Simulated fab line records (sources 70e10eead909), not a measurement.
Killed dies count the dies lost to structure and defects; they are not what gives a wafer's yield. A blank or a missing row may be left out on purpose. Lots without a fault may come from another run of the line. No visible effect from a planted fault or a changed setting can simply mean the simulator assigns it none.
What tool caused it? || flow nandHarc || 14 lots with 42 wafers sampled at 6 steps, on a route of 1159 steps

WHAT THE GAUGES SHOWED, per wafer
NHARC_A_START_INSPECT_01. Usual: 3.4 for rawDefectCount, sd 1.9.
{"lot": "L818", "measured": "day 7 11:43", "on": "defectInspect-01", "rawDefectCount": "4 2 1", "flag": ""}
{"lot": "L819", "measured": "day 7 21:53", "on": "defectInspect-01", "rawDefectCount": "2 4 6", "flag": ""}
{"lot": "L822", "measured": "day 8 07:08", "on": "defectInspect-02", "rawDefectCount": "6 6 4", "flag": ""}
{"lot": "L821", "measured": "day 8 10:25", "on": "defectInspect-01", "rawDefectCount": "6 2 3", "flag": ""}
{"lot": "L825", "measured": "day 9 00:53", "on": "defectInspect-02", "rawDefectCount": "3 2 3", "flag": ""}
{"lot": "L823", "measured": "day 9 01:42", "on": "defectInspect-01", "rawDefectCount": "1 2 4", "flag": ""}
{"lot": "L827", "measured": "day 9 12:58", "on": "defectInspect-02", "rawDefectCount": "1 1 6", "flag": ""}
{"lot": "L826", "measured": "day 9 13:48", "on": "defectInspect-02", "rawDefectCount": "1 3 1", "flag": ""}
{"lot": "L829", "measured": "day 10 00:11", "on": "defectInspect-02", "rawDefectCount": "3 6 5", "flag": ""}
{"lot": "L828", "measured": "day 10 01:04", "on": "defectInspect-02", "rawDefectCount": "3 2 5", "flag": ""}
{"lot": "L830", "measured": "day 10 20:09", "on": "defectInspect-02", "rawDefectCount": "6 2 1", "flag": ""}
{"lot": "L832", "measured": "day 11 02:10", "on": "defectInspect-01", "rawDefectCount": "4 6 6", "flag": ""}
{"lot": "L833", "measured": "day 11 07:16", "on": "defectInspect-01", "rawDefectCount": "4 0 3", "flag": ""}
{"lot": "L837", "measured": "day 12 02:59", "on": "defectInspect-02", "rawDefectCount": "3 4 3", "flag": ""}

NHARC_A_ZERO_WELL_CD_MEAS_10: target cd 2000 nm. Usual: 2000 nm for cdNm, sd 3.1.
{"lot": "L818", "measured": "day 7 12:34", "on": "cdSem-02", "cdNm (nm)": "1999 1997 1998", "flag": ""}
{"lot": "L819", "measured": "day 7 22:37", "on": "cdSem-03", "cdNm (nm)": "1995 1997 1999", "flag": ""}
{"lot": "L822", "measured": "day 8 07:59", "on": "cdSem-03", "cdNm (nm)": "1996 1997 1999", "flag": ""}
{"lot": "L821", "measured": "day 8 11:16", "on": "cdSem-03", "cdNm (nm)": "1999 2003 2001", "flag": ""}
{"lot": "L825", "measured": "day 9 01:44", "on": "cdSem-03", "cdNm (nm)": "2003 1998 2001", "flag": ""}
{"lot": "L823", "measured": "day 9 02:32", "on": "cdSem-03", "cdNm (nm)": "1999 1998 1997", "flag": ""}
{"lot": "L827", "measured": "day 9 13:41", "on": "cdSem-03", "cdNm (nm)": "1999 2001 1997", "flag": ""}
{"lot": "L826", "measured": "day 9 14:40", "on": "cdSem-01", "cdNm (nm)": "2004 2004 2002", "flag": ""}
{"lot": "L829", "measured": "day 10 01:02", "on": "cdSem-03", "cdNm (nm)": "1999 2002 2003", "flag": ""}
{"lot": "L828", "measured": "day 10 01:55", "on": "cdSem-02", "cdNm (nm)": "2003 2003 2001", "flag": ""}
{"lot": "L830", "measured": "day 10 20:52", "on": "cdSem-01", "cdNm (nm)": "1998 1998 1997", "flag": ""}
{"lot": "L832", "measured": "day 11 03:00", "on": "cdSem-01", "cdNm (nm)": "2001 2003 1999", "flag": ""}
{"lot": "L833", "measured": "day 11 08:06", "on": "cdSem-02", "cdNm (nm)": "1997 1996 1997", "flag": ""}
{"lot": "L837", "measured": "day 12 03:50", "on": "cdSem-03", "cdNm (nm)": "2003 2007 2009", "flag": ""}

NHARC_A_ONON_D1_THK_MEAS_08: measures by ellipsometry. Usual: 998 nm for thkNm, sd 10.
{"lot": "L818", "measured": "day 8 12:29", "on": "filmMetro-01", "thkNm (nm)": "1002 1003 1002", "flag": ""}
{"lot": "L819", "measured": "day 8 22:31", "on": "filmMetro-01", "thkNm (nm)": "1006 1005 1007", "flag": ""}
{"lot": "L822", "measured": "day 9 07:44", "on": "filmMetro-01", "thkNm (nm)": "985 985 986", "flag": ""}
{"lot": "L821", "measured": "day 9 16:27", "on": "filmMetro-01", "thkNm (nm)": "994 993 994", "flag": ""}
{"lot": "L825", "measured": "day 10 03:40", "on": "filmMetro-01", "thkNm (nm)": "1000 999 998", "flag": ""}
{"lot": "L823", "measured": "day 10 03:48", "on": "filmMetro-02", "thkNm (nm)": "988 988 987", "flag": ""}
{"lot": "L827", "measured": "day 10 15:49", "on": "filmMetro-01", "thkNm (nm)": "1002 1004 1003", "flag": ""}
{"lot": "L826", "measured": "day 10 15:41", "on": "filmMetro-01", "thkNm (nm)": "1024 1022 1025", "flag": ""}
{"lot": "L829", "measured": "day 11 02:28", "on": "filmMetro-01", "thkNm (nm)": "999 1000 1000", "flag": ""}
{"lot": "L828", "measured": "day 11 02:29", "on": "filmMetro-01", "thkNm (nm)": "989 989 987", "flag": ""}
{"lot": "L830", "measured": "day 12 00:31", "on": "filmMetro-01", "thkNm (nm)": "992 990 991", "flag": ""}
{"lot": "L832", "measured": "day 12 00:32", "on": "filmMetro-02", "thkNm (nm)": "997 999 998", "flag": ""}
{"lot": "L833", "measured": "day 12 08:32", "on": "filmMetro-01", "thkNm (nm)": "988 989 988", "flag": ""}
{"lot": "L837", "measured": "day 13 02:46", "on": "filmMetro-02", "thkNm (nm)": "997 999 998", "flag": ""}

NHARC_A_ONON_D1_THK_MEAS_21: measures by ellipsometry. Usual: 1000 nm for thkNm, sd 10.
{"lot": "L818", "measured": "day 8 21:15", "on": "filmMetro-02", "thkNm (nm)": "1001 1002 1002", "flag": ""}
{"lot": "L819", "measured": "day 9 09:28", "on": "filmMetro-01", "thkNm (nm)": "990 990 992", "flag": ""}
{"lot": "L822", "measured": "day 9 17:31", "on": "filmMetro-01", "thkNm (nm)": "1025 1025 1025", "flag": ""}
{"lot": "L821", "measured": "day 10 02:17", "on": "filmMetro-02", "thkNm (nm)": "991 989 989", "flag": ""}
{"lot": "L825", "measured": "day 10 15:28", "on": "filmMetro-01", "thkNm (nm)": "998 998 997", "flag": ""}
{"lot": "L823", "measured": "day 10 15:28", "on": "filmMetro-02", "thkNm (nm)": "1025 1022 1026", "flag": ""}
{"lot": "L827", "measured": "day 11 00:33", "on": "filmMetro-02", "thkNm (nm)": "1013 1011 1012", "flag": ""}
{"lot": "L826", "measured": "day 11 00:32", "on": "filmMetro-01", "thkNm (nm)": "991 991 992", "flag": ""}
{"lot": "L829", "measured": "day 11 11:24", "on": "filmMetro-01", "thkNm (nm)": "1002 656 656", "flag": "OFF"}
{"lot": "L828", "measured": "day 11 11:25", "on": "filmMetro-02", "thkNm (nm)": "995 995 995", "flag": ""}
{"lot": "L830", "measured": "day 12 10:14", "on": "filmMetro-02", "thkNm (nm)": "666 1013 1012", "flag": "OFF"}
{"lot": "L832", "measured": "day 12 10:14", "on": "filmMetro-01", "thkNm (nm)": "995 995 994", "flag": ""}
{"lot": "L833", "measured": "day 12 17:25", "on": "filmMetro-01", "thkNm (nm)": "991 991 646", "flag": "OFF"}
{"lot": "L837", "measured": "day 13 11:34", "on": "filmMetro-01", "thkNm (nm)": "1002 999 1001", "flag": ""}

NHARC_END_SORT_01. Usual: killedAtArray 28, standard deviation 11; killedAtOther 0.5, standard deviation 0.87; killedAtPeriphery 2.9, standard deviation 2.2; killedDies 32, standard deviation 11; killedOpen 3.2, standard deviation 1.9; killedShort 1.8, standard deviation 1.4.
{"lot": "L825", "measured": "day 21 12:09", "on": "prober-02", "killedAtArray": "43 32 41", "killedAtOther": "0 0 0", "killedAtPeriphery": "5 6 4", "killedDies": "48 38 45", "killedOpen": "5 7 9", "killedShort": "4 3 3", "flag": ""}
{"lot": "L829", "measured": "day 22 12:19", "on": "prober-01", "killedAtArray": "54 672 674", "killedAtOther": "1 2 0", "killedAtPeriphery": "2 3 3", "killedDies": "57 677 677", "killedOpen": "5 2 4", "killedShort": "1 2 3", "flag": "OFF"}
{"lot": "L830", "measured": "day 23 17:27", "on": "prober-02", "killedAtArray": "673 39 36", "killedAtOther": "1 2 1", "killedAtPeriphery": "3 8 4", "killedDies": "677 49 41", "killedOpen": "2 4 3", "killedShort": "5 2 0", "flag": "OFF"}
{"lot": "L833", "measured": "day 23 22:45", "on": "prober-01", "killedAtArray": "37 53 677", "killedAtOther": "0 0 0", "killedAtPeriphery": "0 3 0", "killedDies": "37 56 677", "killedOpen": "1 1 5", "killedShort": "0 4 1", "flag": "OFF"}

WHAT TOOL EACH LOT RAN ON (gives the tool, then ch and the chambers of the sampled wafers, and finally the start)
{"lot": "L818", "NHARC_A_ONON_D1_DEP_19": "pecvdOnon-02 ch 0, day 8 20:44"}
{"lot": "L819", "NHARC_A_ONON_D1_DEP_19": "pecvdOnon-02 ch 0, day 9 09:05"}
{"lot": "L822", "NHARC_A_ONON_D1_DEP_19": "pecvdOnon-02 ch 0, day 9 17:03"}
{"lot": "L821", "NHARC_A_ONON_D1_DEP_19": "pecvdOnon-02 ch 0, day 10 01:47"}
{"lot": "L825", "NHARC_A_ONON_D1_DEP_19": "pecvdOnon-02 ch 0, day 10 15:01"}
{"lot": "L823", "NHARC_A_ONON_D1_DEP_19": "pecvdOnon-01 ch 0, day 10 15:07"}
{"lot": "L827", "NHARC_A_ONON_D1_DEP_19": "pecvdOnon-01 ch 0, day 11 00:02"}
{"lot": "L826", "NHARC_A_ONON_D1_DEP_19": "pecvdOnon-02 ch 0, day 11 00:05"}
{"lot": "L829", "NHARC_A_ONON_D1_DEP_19": "pecvdOnon-02 ch 0, day 11 10:54"}
{"lot": "L828", "NHARC_A_ONON_D1_DEP_19": "pecvdOnon-04 ch 0, day 11 10:55"}
{"lot": "L830", "NHARC_A_ONON_D1_DEP_19": "pecvdOnon-02 ch 0, day 12 09:53"}
{"lot": "L832", "NHARC_A_ONON_D1_DEP_19": "pecvdOnon-04 ch 0, day 12 09:54"}
{"lot": "L833", "NHARC_A_ONON_D1_DEP_19": "pecvdOnon-02 ch 0, day 12 16:54"}
{"lot": "L837", "NHARC_A_ONON_D1_DEP_19": "pecvdOnon-04 ch 0, day 13 11:02"}
- NHARC_A_ONON_D1_DEP_19: target thk 1000 nm.

AS READ BY THE TOOLS THEMSELVES (means over the sampled wafers that have a number; for cases with no such wafer, the mark the record gives instead)
NHARC_A_ONON_D1_DEP_19. Usual: 210.0 sccm for sih4FlowSccm, sd 0.52.
{"lot": "L818", "tool": "pecvdOnon-02", "sih4FlowSccm (sccm)": 210.0, "flag": ""}
{"lot": "L819", "tool": "pecvdOnon-02", "sih4FlowSccm (sccm)": 209.6, "flag": ""}
{"lot": "L822", "tool": "pecvdOnon-02", "sih4FlowSccm (sccm)": 209.4, "flag": ""}
{"lot": "L821", "tool": "pecvdOnon-02", "sih4FlowSccm (sccm)": 210.1, "flag": ""}
{"lot": "L825", "tool": "pecvdOnon-02", "sih4FlowSccm (sccm)": 209.9, "flag": ""}
{"lot": "L823", "tool": "pecvdOnon-01", "sih4FlowSccm (sccm)": 209.6, "flag": ""}
{"lot": "L827", "tool": "pecvdOnon-01", "sih4FlowSccm (sccm)": 210.4, "flag": ""}
{"lot": "L826", "tool": "pecvdOnon-02", "sih4FlowSccm (sccm)": 210.0, "flag": ""}
{"lot": "L829", "tool": "pecvdOnon-02", "sih4FlowSccm (sccm)": 210.4, "flag": ""}
{"lot": "L828", "tool": "pecvdOnon-04", "sih4FlowSccm (sccm)": 210.0, "flag": ""}
{"lot": "L830", "tool": "pecvdOnon-02", "sih4FlowSccm (sccm)": 210.5, "flag": ""}
{"lot": "L832", "tool": "pecvdOnon-04", "sih4FlowSccm (sccm)": 209.7, "flag": ""}
{"lot": "L833", "tool": "pecvdOnon-02", "sih4FlowSccm (sccm)": 210.2, "flag": ""}
{"lot": "L837", "tool": "pecvdOnon-04", "sih4FlowSccm (sccm)": 210.3, "flag": ""}

THE ANSWER, worked out from the rows above alone
Rule: a lot counts as off when the mean over its wafers that have a number is more than 3 standard deviations away from the usual mean. A lot without any number at a reading at which 4 lots or more have one is off too. Any other lot the step has rows for is counted as sound. First the gauges in route order, then the tools' own readings, where a lot's mean is used as printed above. At the first step where some lot is off, the reading lying furthest off is the one used; lots without a number count as furthest.
Off at NHARC_A_ONON_D1_THK_MEAS_21 (thkNm): L829, L830, L833.
If a tool, at a process step before that reading, ran all the lots that are off and no sound lot after the first of them, it fits. The gauges at NHARC_A_ONON_D1_THK_MEAS_21 aren't tried: what is off there is off at NHARC_END_SORT_01 too, on other tools, and a gauge's error can't cause that. One fits: pecvdOnon-02 at NHARC_A_ONON_D1_DEP_19. Its last sound lot is L826 (day 11 00:05), its first lot that is off L829 (day 11 10:54): a fault that began between those two fits.

WHAT WAS PUT IN BY THE SIMULATOR
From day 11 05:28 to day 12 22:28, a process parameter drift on pecvdOnon-02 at NHARC_A_ONON_D1_DEP_19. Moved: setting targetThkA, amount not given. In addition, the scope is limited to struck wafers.
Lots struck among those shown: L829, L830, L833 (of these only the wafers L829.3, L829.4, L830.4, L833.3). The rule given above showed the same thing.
